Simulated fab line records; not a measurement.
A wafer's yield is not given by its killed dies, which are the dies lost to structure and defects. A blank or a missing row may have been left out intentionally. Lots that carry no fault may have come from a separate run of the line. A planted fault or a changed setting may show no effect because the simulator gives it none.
3 desks, one fault -- flow nand-harc -- each desk holds nothing but its own numbers, with what lay behind them at the end

== THE DEFECT DESK ==
Counts from the inspections along the route, per lot, as means over the sampled wafers that have a number. The brackets show how far a lot's mean lies from the usual mean; more than 4 standard deviations puts the lot out of limits, marked OUT.
Columns: A = raw-defect-count at NHARC_P_CONTACT_INSPECT_14, usual 4.0
lot,first seen here,A
L391,day 6 21:34,5.0
L390,day 6 22:07,3.0
L392,day 7 07:49,5.7
L395,day 8 09:14,5.3
L396,day 8 19:23,4.7
L397,day 9 02:03,3.3
L398,day 9 19:29,9.3
L399,day 9 22:52,5.0
L401,day 10 22:05,4.0
L403,day 11 21:27,5.7
L410,day 14 13:41,2.7
L411,day 15 02:35,3.3
L412,day 15 09:28,2.7
This desk's verdict: no lot among the 13 shows anything out of limits.

== METROLOGY DESK ==
Means of the sampled wafers that have a number, per lot and without regard to the tool the lot ran on: this is what the gauges read. The brackets show how far a lot's mean lies from the usual mean; more than 4 standard deviations puts the lot out of limits, marked OUT.
Columns: A = cd-nm at NHARC_P_CONTACT_CD_MEAS_19, usual 88.5 nm
lot,first seen here,A
L391,day 6 22:29,90.1
L390,day 6 23:03,86.0
L392,day 7 08:45,86.4
L395,day 8 10:10,87.0
L396,day 8 20:19,88.2
L397,day 9 02:59,89.2
L398,day 9 20:34,87.8
L399,day 9 23:48,91.3
L401,day 10 23:01,88.4
L403,day 11 22:23,90.9
L410,day 14 14:37,88.5
L411,day 15 03:40,88.3
L412,day 15 10:23,88.9
This desk's verdict: no lot among the 13 shows anything out of limits.

== AT THE TOOL OWNER'S DESK: ald-metal-01 ==
The tool's own readings at NHARC_P_CONTACT_ALD_22 (deposits TiN, target thk 3 nm, pulse time 1 s, ald cycles 150): means of the sampled wafers that have a number, for each lot that ran on this tool. The brackets show how far a lot's mean lies from the usual mean; more than 4 standard deviations puts the lot out of limits, marked OUT.
Columns: A = heater-power-w at NHARC_P_CONTACT_ALD_22, usual 1060 W; B = precursor-pulse-height-rel at NHARC_P_CONTACT_ALD_22, usual 1.001
lot,first seen here,A,B
L392,day 7 09:43,1096,0.990
L397,day 9 03:56,998,1.000
L398,day 9 21:34,1025,0.999
L399,day 10 00:46,1024,0.986
L401,day 10 23:58,993,1.000
L403,day 11 23:22,1035,0.995
L412,day 15 11:20,1032,1.015
This desk's verdict: no lot among the 7 shows anything out of limits.

== ALL TOGETHER ==
Nothing out of limits was seen by the defect desk.
Metrology desk: nothing out of limits seen.
The desk of the tool owner found nothing out of limits.

== WHAT THE SIMULATOR HAD INSERTED ==
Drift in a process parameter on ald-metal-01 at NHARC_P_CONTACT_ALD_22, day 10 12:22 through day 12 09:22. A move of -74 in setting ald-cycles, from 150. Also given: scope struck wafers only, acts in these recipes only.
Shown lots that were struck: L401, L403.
